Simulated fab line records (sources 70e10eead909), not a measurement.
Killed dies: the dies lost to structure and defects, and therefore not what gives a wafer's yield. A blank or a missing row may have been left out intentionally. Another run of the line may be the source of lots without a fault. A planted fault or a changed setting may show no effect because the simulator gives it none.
Code-filled problem report in 8D (eight disciplines) form -- flow nand_harc -- the parts of the form that need people (team, actions taken, sign-off) are left out

## 1. WHAT IS WRONG
Mean of killed_dies at NHARC_END_SORT_01: 160 across 4 wafers in 2 lots; on wafers with no fault it is 60 (standard deviation 19). That puts it +5.2 standard deviations away from the usual mean.
First seen on wafer L900.2, day 31 10:25, on prober-01. At this step, 6 wafers from 2 lots have a number in the record. Rule for "out" (also "out of limits"): further than 4 standard deviations from the usual mean. The rest of the wafers with a number are treated as sound.

## 2. WHAT IT IS, WHAT IT ISN'T
question,is,is not
which readings at this step,"killed_dies, killed_at_array","killed_at_periphery, killed_open, killed_short"
which lots,"L900, L902",-
which wafers of those lots,"L900.2, L900.5, L902.1, L902.3","L900.1, L902.2"
read on which gauges,"prober-01, prober-02",-
when,from day 31 10:25,up to then (1 sound wafer); but 1 sound wafer of L902 came after

## 3. SUSPECTS, AND WHAT RULES EACH OUT
Counting: a tool at a process step up to the reading stays a suspect if it ran every lot that is out. Sound lots after the first of them don't rule it out here, since some wafers of a struck lot are sound.
- the gauge at NHARC_END_SORT_01 has been ruled out. The wafers that are out were read on 2 gauges (prober-01, prober-02).
- har_cap_etch-02 at NHARC_A_CONTACT_ETCH_117 (etches the open film in C4F8/O2/Ar, time 190 s, target depth 1850 nm): kept. It ran every lot that is out, first L900 (day 28 11:05).
- At NHARC_A_CONTACT_ETCH_117 on har_cap_etch-02, chamber 1 took the sound wafers of the same lots and chamber 0 took the wafers that are out.
After counting, what remains is har_cap_etch-02 at NHARC_A_CONTACT_ETCH_117.

## 4. THE CAUSE (what the simulator had put in)
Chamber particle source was har_cap_etch-02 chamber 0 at NHARC_A_CONTACT_ETCH_117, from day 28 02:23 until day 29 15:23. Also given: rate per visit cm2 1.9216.
This tool alone remained once counting was done.

## 5. THE EFFECT CHAIN, in route order
Each row: a reading where the mean over the struck wafers with a number is more than 3 standard deviations away from the usual. Only readings whose record carries a usual standard deviation are examined. hours: median over the lots of the time between each lot's start at the first step of this table that gives one and its start at this step. sigmas: the change, counted in usual standard deviations.
hours,step,reading,usual,on struck wafers,change,sigmas
0,NHARC_END_SORT_01,killed_at_array,56,155,+99,+5.2
0,NHARC_END_SORT_01,killed_dies,60,160,+100,+5.2

## 6. HOW IT WOULD HAVE BEEN CAUGHT EARLIER
The first out-of-limits reading at a measuring or inspecting step in this record came at day 31 10:25, 80 hours after the fault's start at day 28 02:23.
All the lots that are out (2) had begun NHARC_A_CONTACT_ETCH_117 on har_cap_etch-02 by day 31 10:25. A hold on the tool at that time would have spared none of them.
